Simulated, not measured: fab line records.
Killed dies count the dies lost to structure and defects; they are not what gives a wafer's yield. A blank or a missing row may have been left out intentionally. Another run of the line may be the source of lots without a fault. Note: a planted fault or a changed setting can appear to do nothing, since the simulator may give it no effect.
Which of the tools did it? :: flow n5Finfet :: 10 lots, 30 wafers sampled, at 4 steps of a route of 1938

WHAT EACH GAUGE READ, for each wafer
N5_BEOL_M4_RC_MEAS_101. Usual: DIBL_N 35.4 mV/V, standard deviation 2.1; DIBL_P 34.8 mV/V, standard deviation 2.6; IOFF_N 0.15 nA/um, standard deviation 0.037; IOFF_P 0.19 nA/um, standard deviation 0.037; ION_N 677 uA/um, standard deviation 16; ION_P 462 uA/um, standard deviation 9.3; SS_N 71.4 mV/dec, standard deviation 0.75; SS_P 72.9 mV/dec, standard deviation 0.77; VT_N 250 mV, standard deviation 3.7; VT_P -251 mV, standard deviation 3.5.
lot: L248
measured: day 8 15:29
on: prober-01
DIBL_N (mV/V): 35.6 39.3 37.9
DIBL_P (mV/V): 34.3 38.9 37.1
IOFF_N (nA/um): 0.13 0.22 0.19
IOFF_P (nA/um): 0.14 0.20 0.18
ION_N (uA/um): 654 684 686
ION_P (uA/um): 441 455 455
SS_N (mV/dec): 71.5 73.0 72.5
SS_P (mV/dec): 72.4 73.8 73.3
VT_N (mV): 255 247 249
VT_P (mV): -257 -256 -254
flag: 

lot: L249
measured: day 8 15:54
on: prober-02
DIBL_N (mV/V): 34.8 35.0 33.1
DIBL_P (mV/V): 32.0 32.7 30.1
IOFF_N (nA/um): 0.13 0.14 0.11
IOFF_P (nA/um): 0.19 0.20 0.17
ION_N (uA/um): 679 682 672
ION_P (uA/um): 472 478 470
SS_N (mV/dec): 70.9 71.0 70.0
SS_P (mV/dec): 72.6 72.5 72.6
VT_N (mV): 250 249 253
VT_P (mV): -248 -250 -251
flag: 

lot: L256
measured: day 10 10:04
on: prober-01
DIBL_N (mV/V): 35.4 33.4 37.0
DIBL_P (mV/V): 34.8 32.0 37.2
IOFF_N (nA/um): 0.16 0.12 0.20
IOFF_P (nA/um): 0.21 0.17 0.26
ION_N (uA/um): 662 666 682
ION_P (uA/um): 463 464 465
SS_N (mV/dec): 71.6 71.6 73.0
SS_P (mV/dec): 72.6 72.0 73.6
VT_N (mV): 246 251 245
VT_P (mV): -248 -251 -245
flag: 

lot: L258
measured: day 10 15:20
on: prober-01
DIBL_N (mV/V): 36.0 36.2 37.3
DIBL_P (mV/V): 34.6 34.6 35.1
IOFF_N (nA/um): 0.13 0.15 0.15
IOFF_P (nA/um): 0.21 0.20 0.19
ION_N (uA/um): 649 677 661
ION_P (uA/um): 450 466 450
SS_N (mV/dec): 71.0 71.3 71.3
SS_P (mV/dec): 73.0 73.2 72.4
VT_N (mV): 250 246 249
VT_P (mV): -251 -252 -251
flag: 

lot: L260
measured: day 11 18:20
on: prober-02
DIBL_N (mV/V): 33.6 35.7 34.1
DIBL_P (mV/V): 33.6 36.7 34.6
IOFF_N (nA/um): 0.15 0.18 0.16
IOFF_P (nA/um): 0.20 0.24 0.22
ION_N (uA/um): 688 682 700
ION_P (uA/um): 480 469 479
SS_N (mV/dec): 70.6 71.7 71.4
SS_P (mV/dec): 72.4 72.5 72.1
VT_N (mV): 246 248 246
VT_P (mV): -248 -248 -250
flag: 

lot: L265
measured: day 12 05:58
on: prober-01
DIBL_N (mV/V): 33.1 32.3 33.5
DIBL_P (mV/V): 32.2 31.9 33.4
IOFF_N (nA/um): 0.11 0.11 0.13
IOFF_P (nA/um): 0.15 0.15 0.16
ION_N (uA/um): 662 682 668
ION_P (uA/um): 448 472 456
SS_N (mV/dec): 69.8 70.4 71.0
SS_P (mV/dec): 71.9 73.0 72.7
VT_N (mV): 252 253 251
VT_P (mV): -255 -253 -251
flag: 

lot: L264
measured: day 12 14:50
on: prober-01
DIBL_N (mV/V): 37.6 35.6 38.4
DIBL_P (mV/V): 37.1 36.4 37.6
IOFF_N (nA/um): 0.17 0.13 0.22
IOFF_P (nA/um): 0.22 0.20 0.24
ION_N (uA/um): 678 662 669
ION_P (uA/um): 467 464 460
SS_N (mV/dec): 71.9 71.2 72.4
SS_P (mV/dec): 73.8 72.4 73.7
VT_N (mV): 248 254 249
VT_P (mV): -246 -250 -248
flag: 

lot: L266
measured: day 12 19:44
on: prober-01
DIBL_N (mV/V): 33.2 36.7 34.9
DIBL_P (mV/V): 32.4 37.0 35.9
IOFF_N (nA/um): 0.11 0.16 0.14
IOFF_P (nA/um): 0.15 0.20 0.20
ION_N (uA/um): 670 692 669
ION_P (uA/um): 451 469 463
SS_N (mV/dec): 70.2 71.6 70.1
SS_P (mV/dec): 72.3 73.0 73.3
VT_N (mV): 255 251 251
VT_P (mV): -254 -251 -251
flag: 

lot: L269
measured: day 13 15:49
on: prober-01
DIBL_N (mV/V): 40.6 38.2 36.6
DIBL_P (mV/V): 40.7 37.9 36.7
IOFF_N (nA/um): 0.28 0.23 0.18
IOFF_P (nA/um): 0.31 0.25 0.22
ION_N (uA/um): 709 708 702
ION_P (uA/um): 480 479 478
SS_N (mV/dec): 73.2 72.2 72.0
SS_P (mV/dec): 74.6 73.6 73.9
VT_N (mV): 241 244 246
VT_P (mV): -246 -245 -247
flag: 

lot: L270
measured: day 14 15:19
on: prober-01
DIBL_N (mV/V): 35.5 32.7 35.4
DIBL_P (mV/V): 35.0 31.9 36.6
IOFF_N (nA/um): 0.15 0.11 0.16
IOFF_P (nA/um): 0.23 0.18 0.25
ION_N (uA/um): 676 672 688
ION_P (uA/um): 468 472 474
SS_N (mV/dec): 71.7 70.3 71.5
SS_P (mV/dec): 73.1 71.7 72.9
VT_N (mV): 254 254 249
VT_P (mV): -243 -247 -244
flag: 

WHICH TOOL RAN EACH LOT (tool, then ch and the chambers of the sampled wafers, then the start)
lot: L248
N5_BEOL_M2_SPUTTER_90: pvdSputter-02, day 7 16:55
N5_BEOL_M2_SPUTTER_92: pvdSputter-02, day 7 17:08
N5_BEOL_M2_CMP_52: cmp-02 ch 0,1, day 7 18:04

lot: L249
N5_BEOL_M2_SPUTTER_90: pvdSputter-01, day 7 17:07
N5_BEOL_M2_SPUTTER_92: pvdSputter-01, day 7 17:20
N5_BEOL_M2_CMP_52: cmp-03 ch 0,1, day 7 18:18

lot: L256
N5_BEOL_M2_SPUTTER_90: pvdSputter-02, day 9 07:17
N5_BEOL_M2_SPUTTER_92: pvdSputter-02, day 9 07:30
N5_BEOL_M2_CMP_52: cmp-03 ch 0,2,3, day 9 08:29

lot: L258
N5_BEOL_M2_SPUTTER_90: pvdSputter-01, day 9 10:28
N5_BEOL_M2_SPUTTER_92: pvdSputter-01, day 9 10:41
N5_BEOL_M2_CMP_52: cmp-02 ch 0,2,3, day 9 11:38

lot: L260
N5_BEOL_M2_SPUTTER_90: pvdSputter-01, day 10 10:57
N5_BEOL_M2_SPUTTER_92: pvdSputter-01, day 10 11:10
N5_BEOL_M2_CMP_52: cmp-03 ch 0,1,3, day 10 12:10

lot: L265
N5_BEOL_M2_SPUTTER_90: pvdSputter-01, day 11 04:50
N5_BEOL_M2_SPUTTER_92: pvdSputter-01, day 11 05:04
N5_BEOL_M2_CMP_52: cmp-01 ch 2,3, day 11 06:02

lot: L264
N5_BEOL_M2_SPUTTER_90: pvdSputter-03, day 11 08:59
N5_BEOL_M2_SPUTTER_92: pvdSputter-03, day 11 09:13
N5_BEOL_M2_CMP_52: cmp-01 ch 0,1,2, day 11 10:13

lot: L266
N5_BEOL_M2_SPUTTER_90: pvdSputter-03, day 11 10:50
N5_BEOL_M2_SPUTTER_92: pvdSputter-03, day 11 11:03
N5_BEOL_M2_CMP_52: cmp-02 ch 1,2, day 11 11:59

lot: L269
N5_BEOL_M2_SPUTTER_90: pvdSputter-03, day 12 09:05
N5_BEOL_M2_SPUTTER_92: pvdSputter-03, day 12 09:19
N5_BEOL_M2_CMP_52: cmp-02 ch 0,3, day 12 10:25

lot: L270
N5_BEOL_M2_SPUTTER_90: pvdSputter-03, day 13 03:26
N5_BEOL_M2_SPUTTER_92: pvdSputter-03, day 13 03:39
N5_BEOL_M2_CMP_52: cmp-02 ch 0,2,3, day 13 04:35
- N5_BEOL_M2_SPUTTER_90: material Cu, target thk 4.5 nm, time 8.29 s.
- N5_BEOL_M2_SPUTTER_92: material Cu, target thk 4.5 nm, time 8.29 s.
- N5_BEOL_M2_CMP_52: polishes, stops on SiOC, t overpolish 6.8 s, target thk 40 nm.

WHAT THE TOOLS THEMSELVES READ (means of the sampled wafers that have a number; where no wafer has one, the mark that the record gives instead)
N5_BEOL_M2_SPUTTER_90. Usual: chuckSensorTempC -15.9 C, standard deviation 0.43; throttleValvePct 30.5 %, standard deviation 0.84.
lot: L248
tool: pvdSputter-02
chuckSensorTempC (C): -16.0
throttleValvePct (%): 30.4
flag: 

lot: L249
tool: pvdSputter-01
chuckSensorTempC (C): -16.0
throttleValvePct (%): 31.0
flag: 

lot: L256
tool: pvdSputter-02
chuckSensorTempC (C): -16.1
throttleValvePct (%): 30.1
flag: 

lot: L258
tool: pvdSputter-01
chuckSensorTempC (C): -15.9
throttleValvePct (%): 31.1
flag: 

lot: L260
tool: pvdSputter-01
chuckSensorTempC (C): -15.7
throttleValvePct (%): 31.4
flag: 

lot: L265
tool: pvdSputter-01
chuckSensorTempC (C): -16.2
throttleValvePct (%): 30.7
flag: 

lot: L264
tool: pvdSputter-03
chuckSensorTempC (C): -16.0
throttleValvePct (%): 29.5
flag: 

lot: L266
tool: pvdSputter-03
chuckSensorTempC (C): -15.4
throttleValvePct (%): 29.6
flag: 

lot: L269
tool: pvdSputter-03
chuckSensorTempC (C): -16.2
throttleValvePct (%): 30.5
flag: 

lot: L270
tool: pvdSputter-03
chuckSensorTempC (C): -16.1
throttleValvePct (%): 31.0
flag: 

N5_BEOL_M2_SPUTTER_92. Usual: chuckSensorTempC -15.9 C, standard deviation 0.42; throttleValvePct 30.5 %, standard deviation 0.84.
lot: L248
tool: pvdSputter-02
chuckSensorTempC (C): -16.0
throttleValvePct (%): 30.6
flag: 

lot: L249
tool: pvdSputter-01
chuckSensorTempC (C): -15.9
throttleValvePct (%): 31.0
flag: 

lot: L256
tool: pvdSputter-02
chuckSensorTempC (C): -16.0
throttleValvePct (%): 30.2
flag: 

lot: L258
tool: pvdSputter-01
chuckSensorTempC (C): -15.8
throttleValvePct (%): 31.0
flag: 

lot: L260
tool: pvdSputter-01
chuckSensorTempC (C): -15.8
throttleValvePct (%): 31.6
flag: 

lot: L265
tool: pvdSputter-01
chuckSensorTempC (C): -16.2
throttleValvePct (%): 30.7
flag: 

lot: L264
tool: pvdSputter-03
chuckSensorTempC (C): -16.0
throttleValvePct (%): 29.4
flag: 

lot: L266
tool: pvdSputter-03
chuckSensorTempC (C): -15.6
throttleValvePct (%): 29.8
flag: 

lot: L269
tool: pvdSputter-03
chuckSensorTempC (C): -16.2
throttleValvePct (%): 30.5
flag: 

lot: L270
tool: pvdSputter-03
chuckSensorTempC (C): -16.0
throttleValvePct (%): 30.9
flag: 

N5_BEOL_M2_CMP_52. Usual: barrierFieldEndpointS 24.8 s, standard deviation 0.78; motorCurrentA 6.1 A, standard deviation 0.67; overpolishRunS 6.799 s, standard deviation 0.0092; timeToEndpointS 62 s, standard deviation 4.4.
lot: L248
tool: cmp-02
barrierFieldEndpointS (s): 25.5
motorCurrentA (A): 5.8
overpolishRunS (s): 6.787
timeToEndpointS (s): 66
flag: 

lot: L249
tool: cmp-03
barrierFieldEndpointS (s): 24.0
motorCurrentA (A): 7.0
overpolishRunS (s): 6.800
timeToEndpointS (s): 55
flag: 

lot: L256
tool: cmp-03
barrierFieldEndpointS (s): 17.0
motorCurrentA (A): 6.4
overpolishRunS (s): 6.799
timeToEndpointS (s): 41
flag: OFF

lot: L258
tool: cmp-02
barrierFieldEndpointS (s): 24.5
motorCurrentA (A): 6.1
overpolishRunS (s): 6.795
timeToEndpointS (s): 64
flag: 

lot: L260
tool: cmp-03
barrierFieldEndpointS (s): 21.1
motorCurrentA (A): 6.4
overpolishRunS (s): 6.799
timeToEndpointS (s): 49
flag: OFF

lot: L265
tool: cmp-01
barrierFieldEndpointS (s): 25.1
motorCurrentA (A): 6.0
overpolishRunS (s): 6.802
timeToEndpointS (s): 62
flag: 

lot: L264
tool: cmp-01
barrierFieldEndpointS (s): 24.7
motorCurrentA (A): 6.3
overpolishRunS (s): 6.800
timeToEndpointS (s): 61
flag: 

lot: L266
tool: cmp-02
barrierFieldEndpointS (s): 24.7
motorCurrentA (A): 6.0
overpolishRunS (s): 6.796
timeToEndpointS (s): 63
flag: 

lot: L269
tool: cmp-02
barrierFieldEndpointS (s): 25.9
motorCurrentA (A): 5.6
overpolishRunS (s): 6.799
timeToEndpointS (s): 67
flag: 

lot: L270
tool: cmp-02
barrierFieldEndpointS (s): 24.9
motorCurrentA (A): 5.6
overpolishRunS (s): 6.794
timeToEndpointS (s): 68
flag: 

THE ANSWER, worked out from the rows above alone
Rule: a lot is off if the mean of its wafers that have a number lies more than 3 standard deviations from the usual mean. A lot without any number at a reading at which 4 lots or more have one is off too. Where the step has rows for the other lots, those lots are counted as sound. Order of review: gauges by route order, followed by the tools' own readings, for which a lot's mean as printed above is used. The first step at which some lot is off is used, and at that step the reading that is off furthest; a lot without a number counts as furthest.
Off: L256, L260 (N5_BEOL_M2_CMP_52, barrierFieldEndpointS).
If a tool, at that step or one of the process steps before it, ran each lot that is off and ran no sound lot following the first of them, it fits. One fits: cmp-03 at N5_BEOL_M2_CMP_52. A fault onset in the window from L249 (day 7 18:18, its last sound lot) to L256 (day 9 08:29, its first lot off) fits.
On the lots that are off, the tool's own readings at N5_BEOL_M2_CMP_52 differ by more than 5 times the standard deviation of the sound lots' means, which bears it out; barrierFieldEndpointS reads 19.1 s there versus 24.9 s on the sound lots.

WHAT WAS PUT IN BY THE SIMULATOR
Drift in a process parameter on cmp-03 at N5_BEOL_M2_CMP_52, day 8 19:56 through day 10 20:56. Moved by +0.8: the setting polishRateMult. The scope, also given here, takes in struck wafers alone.
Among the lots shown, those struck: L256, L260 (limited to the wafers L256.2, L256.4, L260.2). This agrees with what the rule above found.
